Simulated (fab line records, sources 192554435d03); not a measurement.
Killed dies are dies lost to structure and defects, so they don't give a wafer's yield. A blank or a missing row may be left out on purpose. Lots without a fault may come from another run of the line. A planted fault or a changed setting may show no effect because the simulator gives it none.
fab line records | flow n5_finfet
record lots=11 wafers=33 last_day=17
route steps=1938 shown BEOL_M11@1580
lots that met no fault: from a run of the same line without faults
start_h: hours from the record's first day to the start of the lot's first wafer shown | wait_h: hours since the lot's step before | " the same as in the row above | L1.1+2: a row that stands for several wafers | - no value, or no start given | * or withheld: withheld | < > ~ a bound
route shown NAME@n: a module of which the file shows steps, and the number in the route of the first | usual: mean/standard deviation of fault-free wafers | same: alike in all rows | chamber/n: place in a boat | sites: the reading at each site | _std_site: their standard deviation | _edge_site: outer sites' mean less inner sites' | radius_mm: how far each site lies from the wafer's centre | mask NAME#n: copy n | behind: the tool/chamber that last shaped the wafer | hold: why the lot was held/for how many hours/how that ended | device: the transistor (n, p or np) that didn't switch | end of line: the same wafers' tests at the end of the route | a step without rows: its recipe alone | killed: dies lost to structure and defects at the first sort, not the wafer's yield | map: a wafer's dies, x killed, . not, _ none there
set.NAME: the setting as run; set.NAME@STEP: as run at that earlier step | model.NAME: the simulator's own value behind a step, which no gauge read
steps of the route over a sample of lots; a table a step, a row a wafer
services: from which hour (start_h, from the record's first day; less than 0 if before it) a tool's chamber was out of use, for how many hours, and why
## steps
# step N5_BEOL_M11_STRIP_77
# recipe chemistry=N2/H2 time_s=10 power_w=450 temp_c=40 pressure_mtorr=20 rf_frequency_hz=6e+07 bias_power_w=7 n2_flow_sccm=200 h2_flow_sccm=200
# usual drypump_motor_current_A=5.7/0.39 h2_flow_sccm=200.0/0.61 oes_product_au=0.80/0.067 rf_vpp_V=59.3/0.82 showerhead_plenum_p_Torr=2.57/0.094 throttle_valve_pct=23.54/0.27
# columns lot.wafer tool chamber start_h wait_h drypump_motor_current_A h2_flow_sccm oes_product_au rf_hours_counter_h rf_vpp_V showerhead_plenum_p_Torr throttle_valve_pct
L824.2 rie_diel-04 0 - - 5.1 199.7 0.75 172 58.6 2.51 23.33
L824.3 " 2 " " 5.5 199.9 0.89 29 60.1 2.69 23.04
L824.5 " 3 " " 5.7 199.5 0.92 - 59.1 2.69 23.34
L826.1 rie_diel-04 3 - - 5.7 199.5 0.91 16 60.3 2.69 23.36
L826.2 " 0 " " 5.1 200.3 0.74 174 59.6 2.51 23.33
L826.5 " 0 " " 5.1 200.8 0.75 - 58.5 2.51 23.32
L825.2 rie_diel-05 0 - - 5.9 200.3 0.90 29 58.3 2.59 23.81
L825.3 " 2 " " 5.3 199.9 0.78 128 58.9 2.57 23.93
L825.4 " 3 " " 6.3 200.9 0.70 242 58.4 2.60 23.71
L831.1 rie_diel-04 2 - - 5.6 200.4 0.88 35 59.0 2.69 23.06
L831.3 " 1 " " 5.9 199.8 0.81 80 59.2 2.68 23.79
L831.6 " 0 " " 5.1 199.9 0.73 - 59.9 2.50 23.36
L832.2 rie_diel-04 1 - - 5.8 200.7 0.82 83 58.3 2.68 23.77
L832.3 " 3 " " 5.7 200.0 0.88 31 59.2 2.68 23.36
L832.5 " 2 " " 5.6 199.8 0.89 - 60.3 2.69 23.06
L838.1 rie_diel-04 2 - - 5.6 199.3 0.86 48 59.4 2.68 23.08
L838.4 " 1 " " 5.9 200.4 0.80 92 60.2 2.67 23.80
L838.5 " 3 " " 5.7 200.2 0.86 - 58.6 2.67 23.38
L837.3 rie_diel-05 2 - - 5.3 199.4 0.76 152 59.7 2.56 23.97
L837.4 " 1 " " 6.1 200.6 0.75 154 60.4 2.43 23.66
L837.5 " 2 " " 5.3 198.8 0.76 - 59.2 2.56 23.96
L844.1 rie_diel-04 2 - - 5.6 199.2 0.85 58 58.7 2.68 23.06
L844.2 " 1 " " 5.9 199.6 0.79 103 59.6 2.67 23.79
L844.4 " 1 " " 5.9 200.1 0.79 - 59.2 2.67 23.80
L842.1 rie_diel-01 1 - - 6.3 200.9 0.77 120 57.4 2.45 23.68
L842.2 " 3 " " 6.0 199.5 0.73 207 59.1 2.51 23.28
L842.5 " 0 " " 6.1 200.5 0.69 - 57.5 2.60 23.72
L845.1 rie_diel-05 2 - - 5.3 199.6 0.75 163 57.8 2.55 23.98
L845.3 " 3 " " 6.2 200.4 0.94 16 60.0 2.59 23.36
L845.6 " 3 " " 6.2 201.5 0.94 - 60.0 2.59 23.38
L847.1 rie_diel-01 0 - - 6.1 200.4 0.70 242 59.5 2.60 23.71
L847.4 " 1 " " 6.4 201.3 0.77 126 58.7 2.45 23.68
L847.6 " 0 " " 6.1 200.7 0.70 - 60.0 2.60 23.72
# step N5_BEOL_M11_ALD_74
# recipe material=TaN target_thk_a=20 temp_c=275 ald_precursor_family=PDMAT ald_co_reactant=NH3 pressure_torr=3 carrier_flow_sccm=1500 pulse_time_s=2 purge_time_s=3 co_reactant_purge_time_s=2 co_reactant_pulse_time_s=3 ald_cycles=40 precursor_vessel_temp_c=75 precursor_vessel_pressure_torr=26.25 precursor_vessel_carrier_sccm=1000
# usual ald_cycles=40/0 heater_power_w=416/48 susceptor_temp_C=275.00/0.18
# columns lot.wafer tool chamber start_h wait_h ald_cycles heater_power_w susceptor_temp_C
L824.2 ald_metal-02 0 234.27 0.1 40 501 275.21
L824.3 " 2 " " 40 424 275.06
L824.5 " 3 " " 40 408 275.05
L826.1 ald_metal-03 3 237.89 0.0 40 447 275.04
L826.2 " 0 " " 40 406 274.92
L826.5 " 1 " " 40 405 274.96
L825.2 ald_metal-04 0 246.28 0.1 40 485 275.04
L825.3 " 1 " " 40 425 274.83
L825.4 " 3 " " 40 385 274.99
L831.1 ald_metal-04 0 278.26 0.0 51 477 274.83
L831.3 " 3 " " 40 398 274.86
L831.6 " 2 " " 40 377 275.31
L832.2 ald_metal-04 1 285.04 0.1 40 441 274.98
L832.3 " 3 " " 40 401 275.02
L832.5 " 2 " " 51 393 274.91
L838.1 ald_metal-02 3 316.42 0.1 40 422 274.87
L838.4 " 1 " " 40 360 274.83
L838.5 " 0 " " 40 484 275.19
L837.3 ald_metal-02 1 320.36 0.3 40 362 274.97
L837.4 " 0 " " 40 517 274.83
L837.5 " 3 " " 40 426 274.92
L844.1 ald_metal-02 1 351.13 0.2 40 353 274.86
L844.2 " 3 " " 40 419 275.21
L844.4 " 2 " " 40 431 274.86
L842.1 ald_metal-02 2 351.48 0.0 40 415 274.80
L842.2 " 3 " " 40 407 275.00
L842.5 " 1 " " 40 363 275.02
L845.1 ald_metal-03 2 356.72 0.1 40 307 275.21
L845.3 " 0 " " 40 383 275.09
L845.6 " 2 " " 40 305 274.94
L847.1 ald_metal-04 1 367.50 0.0 40 429 275.07
L847.4 " 0 " " 40 479 274.78
L847.6 " 3 " " 40 390 275.01
# step N5_BEOL_M11_SURFACE_TREAT_76
# recipe gas=Ar time_s=* ion_energy_ev=* ion_current_ma_cm2=0.5 pressure_mtorr=* ar_flow_sccm=30
# usual throttle_valve_pct=*
# columns lot.wafer tool chamber start_h wait_h throttle_valve_pct
L824.2 pvd_sputter-03 - 235.71 1.3 *
L824.3 " - " " *
L824.5 " - " " *
L826.1 pvd_sputter-03 - 238.21 0.2 *
L826.2 " - " " *
L826.5 " - " " *
L825.2 pvd_sputter-01 - 246.59 0.2 *
L825.3 " - " " *
L825.4 " - " " *
L831.1 pvd_sputter-03 - 278.56 0.2 *
L831.3 " - " " *
L831.6 " - " " *
L832.2 pvd_sputter-02 - 285.32 0.2 *
L832.3 " - " " *
L832.5 " - " " *
L838.1 pvd_sputter-01 - 316.72 0.2 *
L838.4 " - " " *
L838.5 " - " " *
L837.3 pvd_sputter-02 - 320.67 0.2 *
L837.4 " - " " *
L837.5 " - " " *
L844.1 pvd_sputter-02 - 351.46 0.2 *
L844.2 " - " " *
L844.4 " - " " *
L842.1 pvd_sputter-03 - 351.81 0.2 *
L842.2 " - " " *
L842.5 " - " " *
L845.1 pvd_sputter-01 - 357.13 0.3 *
L845.3 " - " " *
L845.6 " - " " *
L847.1 pvd_sputter-03 - 368.02 0.4 *
L847.4 " - " " *
L847.6 " - " " *
# step N5_BEOL_M11_INSPECT_58
# recipe inspect_instrument=darkfield mode=post_dep
# usual raw_defect_count=69/21
# columns lot.wafer tool chamber start_h wait_h raw_defect_count
L824.2 defect_inspect-02 - 236.97 0.0 123
L824.3 " - " " 99
L824.5 " - " " 78
L826.1 defect_inspect-02 - 240.18 0.0 52
L826.2 " - " " 30
L826.5 " - " " 62
L825.2 defect_inspect-02 - 247.88 0.0 52
L825.3 " - " " 93
L825.4 " - " " 67
L831.1 defect_inspect-02 - 280.08 0.0 53
L831.3 " - " " 39
L831.6 " - " " 77
L832.2 defect_inspect-02 - 287.11 0.0 37
L832.3 " - " " 42
L832.5 " - " " 54
L838.1 defect_inspect-02 - 319.23 0.0 53
L838.4 " - " " 66
L838.5 " - " " 84
L837.3 defect_inspect-01 - 322.08 0.0 52
L837.4 " - " " 75
L837.5 " - " " 68
L844.1 defect_inspect-02 - 352.70 0.0 81
L844.2 " - " " 43
L844.4 " - " " 42
L842.1 defect_inspect-02 - 353.49 0.0 50
L842.2 " - " " 46
L842.5 " - " " 58
L845.1 defect_inspect-02 - 358.35 0.0 42
L845.3 " - " " 64
L845.6 " - " " 68
L847.1 defect_inspect-01 - 369.63 0.0 80
L847.4 " - " " 72
L847.6 " - " " 34
## services
# columns tool chamber start_h hours kind
rie_diel-05 - 216.89 0.8 repair
rie_diel-04 2 233.69 4.1 repair
ald_metal-04 - 242.66 2.8 pm
rie_diel-04 2 252.40 19.3 repair
rie_diel-05 3 276.30 - clean
rie_diel-05 3 276.30 - consumable_replace:focus_ring
rie_diel-05 3 276.30 31.9 scheduled_down
rie_diel-05 3 276.30 31.9 vent_cycle
ald_metal-03 - 322.57 8.7 pm
ald_metal-02 1 330.25 8.2 repair
rie_diel-01 2 332.04 7.0 repair
ald_metal-03 - 337.36 14.0 pm
ald_metal-03 0 337.36 14.0 vent_cycle
ald_metal-03 1 337.36 14.0 vent_cycle
ald_metal-03 2 337.36 14.0 vent_cycle
ald_metal-03 3 337.36 14.0 vent_cycle
ald_metal-02 3 342.40 6.3 repair
rie_diel-04 0 346.38 11.2 repair
ald_metal-03 0 351.36 - clean
ald_metal-03 1 351.36 - clean
ald_metal-03 2 351.36 - clean
ald_metal-03 3 351.36 - clean
ald_metal-03 3 355.84 4.9 repair
## key
first_sign step=N5_BEOL_M11_ALD_74 reading=ald_cycles direction=up sigmas=99+ usual=* struck=*
effect none on later readings
met_at N5_BEOL_M11_ALD_74
struck_lots L831,L832
struck_wafers L831.1,L832.5
not_acting_at N5_BEOL_M11_STRIP_77,N5_BEOL_M11_SURFACE_TREAT_76,N5_BEOL_M11_INSPECT_58
onset_between 246.28 278.26
fault kind=process_parameter_drift tool=ald_metal-04 chamber=- onset_h=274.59 steps=N5_BEOL_M11_ALD_74 channel=ald_cycles offset=* shape=step end_h=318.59 scope=struck_wafers_only acts_in=* stated=*
